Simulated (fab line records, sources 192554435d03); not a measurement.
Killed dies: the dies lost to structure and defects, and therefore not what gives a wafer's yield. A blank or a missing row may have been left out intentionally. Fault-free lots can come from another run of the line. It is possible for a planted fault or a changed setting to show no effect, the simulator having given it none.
fab line records	flow n5-finfet
[record] lots = 6	wafers = 18	last-day = 19
route steps=1938 shown HKMG_FIN@391 PASSIVATION@1936
lots untouched by any fault: they come from a run of this same line in which no faults occurred
start-h: the number of hours between the record's first day and the start of the first shown wafer of the lot	wait-h: hours elapsed since this lot's preceding step	" identical to the entry in the row above	L1.1+2: several wafers, shown together as one row	- value missing, or start not given	* or withheld: withheld	< > ~ a bound
route shown NAME@n: a module of which the file shows steps, and the number in the route of the first	usual: average and standard deviation across the fault-free wafers	same: alike in all rows	chamber/n: place in a boat	sites: per-site readings	_std_site: how widely they spread, as a standard deviation	_edge_site: mean of outer sites minus mean of inner sites	radius-mm: for every site, how far away it sits from the centre of the wafer	mask NAME#n: copy n	behind: the last tool/chamber to shape the wafer	hold: the reason the lot was held/the length of the hold in hours/how it ended	device: transistor that didn't switch, given as n, p or np	end of line: at the end of the route, the tests of the same wafers	for a step that has no rows: nothing shown but its recipe	killed: count of dies lost to structure and defects at first sort (not the wafer's yield)	map: the dies of a wafer, with x for killed, . for not killed, _ for no die there
set.NAME: the setting the step ran with; set.NAME@STEP: the setting that earlier step ran with	model.NAME: the simulator's own value behind a step, which no gauge read
lots seen at some steps along the route; tables by step, rows by wafer
services: the hour from which a tool's chamber was out of use, counted from the record's first day as start-h (under 0 if before that day), plus the number of hours and why
[[steps]]
[step N5_HKMG_FIN_COAT_42]
[recipe] resist = SiARC	temp-c = 220	time-s = 60	spin-rpm = 1500	resist-thk-nm = 35
[step N5_HKMG_FIN_COAT_43]
[recipe] resist = CAR-ArF	spin-rpm = 1500	resist-thk-nm = 90
[step N5_HKMG_FIN_EBR_45]
[recipe] solvent = PGMEA	ebr-width-mm = 1.5
[step N5_HKMG_FIN_SOFTBAKE_44]
[recipe] temp-c = 110	time-s = 60	resist = CAR-ArF
[step N5_HKMG_FIN_EXPOSE_46]
[recipe] mask-id = NDIPOLE	na = 1.35	source-shape = conventional	sigma-outer = 0.8	polarization = unpolarized	dose-mj = 40
[step N5_HKMG_FIN_PEB_47]
[recipe] peb-temp-c = withheld	peb-time-s = 60	resist = CAR-ArF
[step N5_HKMG_FIN_DEVELOP_48]
[recipe] develop-time-s = 30	developer = TMAH	resist = CAR-ArF	rinse-liquid = diw	dry = air-spin	dev-temp-c = 23
[step N5_HKMG_FIN_CD_MEAS_49]
[recipe] target-cd-nm = 202	landing-energy-ev = 500	detector = se-inlens	polarity = opening
[usual] cd-nm = 202.0/0.6
lot.wafer	tool	chamber	start-h	wait-h	cd-nm
L995.1	cd-sem-01	0	136.79	-	202.4
L995.3	"	0	"	"	202.6
L995.4	"	0	"	"	202.4
L997.1	cd-sem-01	0	151.43	-	201.6
L997.2	"	0	"	"	201.5
L997.3	"	0	"	"	201.2
L101.1	cd-sem-01	0	173.51	-	200.6
L101.5	"	0	"	"	201.5
L101.6	"	0	"	"	201.8
L102.3	cd-sem-01	0	182.19	-	200.7
L102.4	"	0	"	"	201.5
L102.5	"	0	"	"	201.8
L105.1	cd-sem-01	0	205.27	-	201.5
L105.4	"	0	"	"	201.8
L105.5	"	0	"	"	202.8
L106.1	cd-sem-02	0	206.49	-	202.4
L106.3	"	0	"	"	201.6
L106.4	"	0	"	"	201.8
[step N5_HKMG_FIN_OVL_MEAS_50]
[recipe] points-per-wafer = 44
[usual] NDIPOLE_OVL = 0.3/0.78
lot.wafer	tool	chamber	start-h	wait-h	NDIPOLE_OVL[nm]
L995.1	overlay-02	0	136.82	0.0	0.2
L995.3	"	0	"	"	1.0
L995.4	"	0	"	"	1.1
L997.1	overlay-01	0	151.46	0.0	-0.5
L997.2	"	0	"	"	0.2
L997.3	"	0	"	"	-0.1
L101.1	overlay-02	0	173.54	0.0	-0.6
L101.5	"	0	"	"	-1.0
L101.6	"	0	"	"	-0.4
L102.3	overlay-01	0	182.22	0.0	0.2
L102.4	"	0	"	"	-1.2
L102.5	"	0	"	"	0.6
L105.1	overlay-02	0	205.30	0.0	0.8
L105.4	"	0	"	"	0.1
L105.5	"	0	"	"	0.9
L106.1	overlay-01	0	206.52	0.0	0.2
L106.3	"	0	"	"	0.5
L106.4	"	0	"	"	1.2
[step N5_HKMG_FIN_INSPECT_61]
[recipe] mode = adi	inspect-instrument = macro
[usual] raw-defect-count = 2.0/1.4
lot.wafer	tool	chamber	start-h	wait-h	raw-defect-count
L995.1	defect-inspect-01	-	136.84	0.0	4
L995.3	"	-	"	"	4
L995.4	"	-	"	"	1
L997.1	defect-inspect-01	-	151.48	0.0	1
L997.2	"	-	"	"	1
L997.3	"	-	"	"	0
L101.1	defect-inspect-01	-	173.56	0.0	1
L101.5	"	-	"	"	1
L101.6	"	-	"	"	1
L102.3	defect-inspect-01	-	182.24	0.0	3
L102.4	"	-	"	"	4
L102.5	"	-	"	"	4
L105.1	defect-inspect-01	-	205.32	0.0	5
L105.4	"	-	"	"	2
L105.5	"	-	"	"	2
L106.1	defect-inspect-01	-	206.54	0.0	3
L106.3	"	-	"	"	4
L106.4	"	-	"	"	3
[step N5_HKMG_FIN_DESCUM_53]
[recipe] chemistry = O2	time-s = 7.9	source-power-w = 50	bias-power-w = 20	pressure-mtorr = 20	rf-frequency-hz = 2.712e+07	temp-c = 40	resist = CAR-ArF	o2-flow-sccm = 225
[usual] drypump-motor-current-A = 5.7/0.41	oes-product-au = 0.79/0.099	rf-fwd-power-W = 49.34/0.19	rf-vpp-V = 243.5/1.6	showerhead-plenum-p-Torr = 2.11/0.082	throttle-valve-pct = 20.51/0.29
[same] time-s = 7.9
lot.wafer	tool	chamber	start-h	wait-h	drypump-motor-current-A	oes-product-au	rf-fwd-power-W	rf-hours-counter-h	rf-vpp-V	showerhead-plenum-p-Torr	throttle-valve-pct
L995.1	rie-diel-05	2	136.93	0.1	6.1	0.74	49.15	164	244.1	2.18	20.72
L995.3	"	3	"	"	6.1	0.73	49.10	195	242.5	2.00	20.47
L995.4	"	1	"	"	5.5	0.69	49.31	220	241.3	2.05	20.53
L997.1	rie-diel-01	0	152.74	1.3	5.1	0.81	49.19	90	245.9	2.20	20.42
L997.2	"	1	"	"	6.1	0.91	49.13	28	244.3	2.13	20.08
L997.3	"	2	"	"	5.6	0.89	49.43	32	245.1	2.13	20.28
L101.1	rie-diel-01	1	173.60	0.0	6.1	0.89	49.46	37	243.1	2.12	20.09
L101.5	"	0	"	"	5.1	0.80	49.53	-	246.6	2.20	20.43
L101.6	"	1	"	"	6.1	0.89	49.45	-	244.6	2.12	20.07
L102.3	rie-diel-01	3	182.28	0.0	5.7	0.94	49.57	10	244.8	2.23	20.68
L102.4	"	0	"	"	5.2	0.79	49.32	102	245.3	2.19	20.41
L102.5	"	3	"	"	5.7	0.94	49.46	-	245.4	2.23	20.67
L105.1	rie-diel-03	3	205.67	0.3	5.1	0.70	49.48	195	240.9	1.99	20.73
L105.4	"	3	"	"	5.1	0.70	49.54	-	242.1	1.99	20.72
L105.5	"	0	"	"	6.2	0.69	49.31	-	244.3	2.17	20.70
L106.1	rie-diel-03	3	206.58	0.0	5.1	0.72	49.77	196	240.5	1.99	20.72
L106.3	"	0	"	"	6.2	0.69	49.31	214	246.3	2.17	20.73
L106.4	"	0	"	"	6.2	0.69	49.17	-	243.0	2.17	20.72
[step N5_HKMG_FIN_ETCH_54]
[recipe] chemistry = CF4	target = SiARC	target-depth-a = 455	mask-material = CAR-ArF	time-s = 75.8	ion-energy-ev = 80	pressure-mtorr = 40	source-w = 545	bias-w = 36	Ar_flow_sccm = 100	cf4-flow-sccm = 100	ends = cleared
[usual] drypump-motor-current-A = 5.7/0.41	etch-rf-on-time-s = 76.3/1.7	oes-product-au = 0.67/0.084	rf-fwd-power-W = 539.2/2	rf-vpp-V = 184.4/1.3	showerhead-plenum-p-Torr = 2.16/0.079	throttle-valve-pct = 15.68/0.3
lot.wafer	tool	chamber	start-h	wait-h	drypump-motor-current-A	etch-rf-on-time-s	oes-product-au	rf-fwd-power-W	rf-hours-counter-h	rf-vpp-V	showerhead-plenum-p-Torr	throttle-valve-pct
L995.1	rie-diel-05	2	136.97	0.0	6.1	76.2	0.63	538.8	164	185.0	2.21	15.76
L995.3	"	3	"	"	6.1	74.2	0.63	539.3	195	182.7	2.04	15.64
L995.4	"	1	"	"	5.5	78.7	0.58	537.8	220	184.4	2.12	15.85
L997.1	rie-diel-01	0	152.78	0.0	5.1	76.6	0.68	538.9	90	183.5	2.25	15.55
L997.2	"	1	"	"	6.1	74.1	0.77	535.8	28	184.6	2.18	15.27
L997.3	"	2	"	"	5.5	76.4	0.77	542.2	32	185.0	2.18	15.36
L101.1	rie-diel-01	1	173.63	0.0	6.1	73.1	0.77	536.3	37	184.7	2.17	15.29
L101.5	"	0	"	"	5.1	77.2	0.67	537.4	-	184.9	2.24	15.60
L101.6	"	1	"	"	6.1	73.4	0.78	536.0	-	185.2	2.17	15.28
L102.3	rie-diel-01	3	182.31	0.0	5.7	76.5	0.79	541.5	10	185.6	2.29	15.85
L102.4	"	0	"	"	5.2	77.5	0.67	540.3	102	186.5	2.24	15.58
L102.5	"	3	"	"	5.7	76.9	0.79	539.3	-	186.7	2.29	15.84
L105.1	rie-diel-03	3	205.71	0.0	5.1	77.2	0.61	539.9	195	182.1	2.05	15.93
L105.4	"	3	"	"	5.1	77.4	0.60	539.6	-	182.9	2.05	15.92
L105.5	"	0	"	"	6.2	76.4	0.58	536.2	-	185.1	2.21	15.91
L106.1	rie-diel-03	3	206.61	0.0	5.1	78.4	0.61	539.8	196	182.7	2.05	15.93
L106.3	"	0	"	"	6.2	77.7	0.58	539.7	214	184.9	2.21	15.92
L106.4	"	0	"	"	6.2	77.5	0.59	538.9	-	185.6	2.21	15.93
[step N5_HKMG_FIN_ETCH_55]
[recipe] chemistry = N2/H2	target = SOC	target-depth-a = 2400	temp-c = 40	time-s = 300	ion-energy-ev = 200	mask-material = SiARC	pressure-mtorr = 30	source-w = 840	bias-w = 150	n2-flow-sccm = 200	h2-flow-sccm = 200
[usual] drypump-motor-current-A = 5.7/0.41	oes-product-au = 0.78/0.1	rf-fwd-power-W = 837.7/2.6	rf-vpp-V = 524.6/2.9	run-length-s = 323.3/0.45	showerhead-plenum-p-Torr = 2.56/0.1	throttle-valve-pct = 17.87/0.25
lot.wafer	tool	chamber	start-h	wait-h	drypump-motor-current-A	oes-product-au	rf-fwd-power-W	rf-hours-counter-h	rf-vpp-V	run-length-s	showerhead-plenum-p-Torr	throttle-valve-pct	model.etch.depth-nm	model.HKMG_FIN.feature-depth-nm	model.SiARC_of_HKMG_FIN_COAT_42.thk-nm
L995.1	rie-diel-05	2	137.02	0.0	6.1	0.74	837.0	164	525.8	322.2	2.64	17.98	236.1	236.2	21.2
L995.3	"	3	"	"	6.1	0.73	841.4	195	521.1	323.4	2.41	17.75	239.2	239.2	21.4
L995.4	"	1	"	"	5.5	0.67	833.3	221	524.3	323.0	2.49	17.89	225.8	225.8	22.2
L997.1	rie-diel-01	0	152.83	0.0	5.2	0.79	839.2	90	528.1	323.6	2.67	17.73	234.1	234.2	21.4
L997.2	"	1	"	"	6.1	0.92	839.3	28	524.7	322.9	2.60	17.60	249.7	249.8	20
L997.3	"	2	"	"	5.5	0.90	837.6	32	525.0	323.2	2.60	17.65	240.8	240.8	20.8
L101.1	rie-diel-01	1	173.69	0.0	6.1	0.89	841.2	37	525.6	323.2	2.59	17.60	244.7	244.8	20.4
L101.5	"	0	"	"	5.2	0.77	-	-	528.2	283.4	2.67	17.74	200.9	201	23.6
L101.6	"	1	"	"	6.1	0.90	838.7	-	524.7	323.2	2.59	17.60	245.8	245.8	20.6
L102.3	rie-diel-01	3	182.37	0.0	5.7	0.93	836.4	10	528.4	323.9	2.72	18.06	237.7	237.6	21.8
L102.4	"	0	"	"	5.2	0.77	-	102	529.0	283.7	2.67	17.75	201.1	201.2	23.4
L102.5	"	3	"	"	5.7	0.93	-	-	529.4	283.5	2.72	18.07	205	205	23.4
L105.1	rie-diel-03	3	205.77	0.0	5.2	0.70	841.9	195	521.3	323.9	2.41	18.00	232	232	21.6
L105.4	"	3	"	"	5.2	0.70	844.8	-	521.7	323.7	2.41	17.99	231.4	231.4	21.4
L105.5	"	0	"	"	6.2	0.69	834.1	-	526.5	323.2	2.62	18.06	235.9	236	21.4
L106.1	rie-diel-03	3	206.67	0.0	5.1	0.70	838.4	196	521.5	324.1	2.41	18.00	231.6	231.6	21.6
L106.3	"	0	"	"	6.2	0.68	835.0	214	525.8	323.1	2.62	18.05	235.4	235.4	21.6
L106.4	"	0	"	"	6.2	0.69	832.5	-	525.7	323.2	2.62	18.06	235.2	235.2	21.6
[step N5_HKMG_FIN_STRIP_56]
[recipe] chemistry = N2/H2	temp-c = 40	n2-flow-sccm = 200	h2-flow-sccm = 200	rf-frequency-hz = 6e+07
[step N5_PASSIVATION_PROBE_49]
[usual] killed_at_M0_to_M3 = 33/9.9	killed_at_M4_up = 14/6.4	killed-at-contacts = 12/7	killed-at-front-end = 41/13	killed-at-other = 3.1/2.9	killed-dies = 103/20	killed-open = 67/14	killed-short = 34/9.4
[same] gross-dies = 1180	killed-at-back-side = 0
lot.wafer	tool	chamber	start-h	wait-h	killed_at_M0_to_M3	killed_at_M4_up	killed-at-contacts	killed-at-front-end	killed-at-other	killed-dies	killed-open	killed-short
L102.3	prober-01	-	402.55	0.1	31	4	12	16	7	70	48	19
L102.4	prober-01	-	402.60	0.2	33	8	14	35	3	93	66	25
L102.5	prober-01	-	402.65	0.2	26	8	12	32	9	87	52	31
// killed by level:class
L102.3 MOL_CONTACT_COAG:geometric-particle:open=12 DUMMY_GATE:geometric-particle:open=6 BEOL_M3:geometric-particle:open=6 BEOL_M2:geometric-particle:open=5 BEOL_M1:geometric-particle:short=4 MIM_TOP_ETCH:geometric-particle:short=4 MIM_TOP_ETCH:geometric-particle:open=3 BEOL_M0:geometric-particle:open=3
L102.4 BEOL_M3:geometric-particle:open=11 MOL_CONTACT_COAG:geometric-particle:open=11 STARTING-WAFER:geometric-particle:open=7 DUMMY_GATE:geometric-particle:open=5 BEOL_M0:geometric-particle:open=5 FIN_CUT:geometric-particle:open=4 STI_FIN_REVEAL:geometric-particle:open=3 GATE_CUT:geometric-particle:open=3
L102.5 BEOL_M3:geometric-particle:open=13 MOL_CONTACT_COAG:geometric-particle:open=11 STI_FIN_REVEAL:geometric-particle:open=8 STARTING-WAFER:geometric-particle:short=6 GATE_CUT:geometric-particle:short=5 BEOL_M2:geometric-particle:open=4 MIM_TOP_ETCH:geometric-particle:short=3 STARTING-WAFER:geometric-particle:open=3
[[services]]
tool	chamber	start-h	hours	kind
rie-diel-01	3	137.47	-	clean
rie-diel-01	3	137.47	-	consumable-replace:focus-ring
rie-diel-01	3	137.47	-	consumable-replace:showerhead
rie-diel-01	3	137.47	16.5	scheduled-down
rie-diel-01	3	137.47	16.5	vent-cycle
rie-diel-05	-	147.61	14.6	pm
rie-diel-05	0	175.21	1.2	repair
rie-diel-03	1	192.64	-	clean
rie-diel-03	1	192.64	-	consumable-replace:focus-ring
rie-diel-03	1	192.64	15.9	scheduled-down
rie-diel-03	1	192.64	15.9	vent-cycle
[[key]]
[first-sign] step = N5_HKMG_FIN_ETCH_55	reading = run-length-s	direction = down	sigmas = 88	usual = *	struck = *
effect none on later readings
[model-effect] step = N5_HKMG_FIN_ETCH_55	value = etch.depth-nm	without = 233.6	struck = 202.3
met-at N5_HKMG_FIN_ETCH_55
struck-wafers L101.5,L102.4,L102.5
tester-left-out L101,L102
onset-between 152.83 173.69
[fault] kind = process-parameter-drift	tool = rie-diel-01	chamber = -	onset-h = 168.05	steps = N5_HKMG_FIN_ETCH_55	channel = time-s	offset = *	shape = step	end-h = 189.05	scope = struck-wafers-only	acts-in = *	stated = *
// tester-left-out: of these lots the tester's yield and bins aren't shown, on N5 and GAA mostly nor the transistor test; their killed dies are dies lost to structure and defects alone, not to doping, threshold or leakage, so they don't give the yield
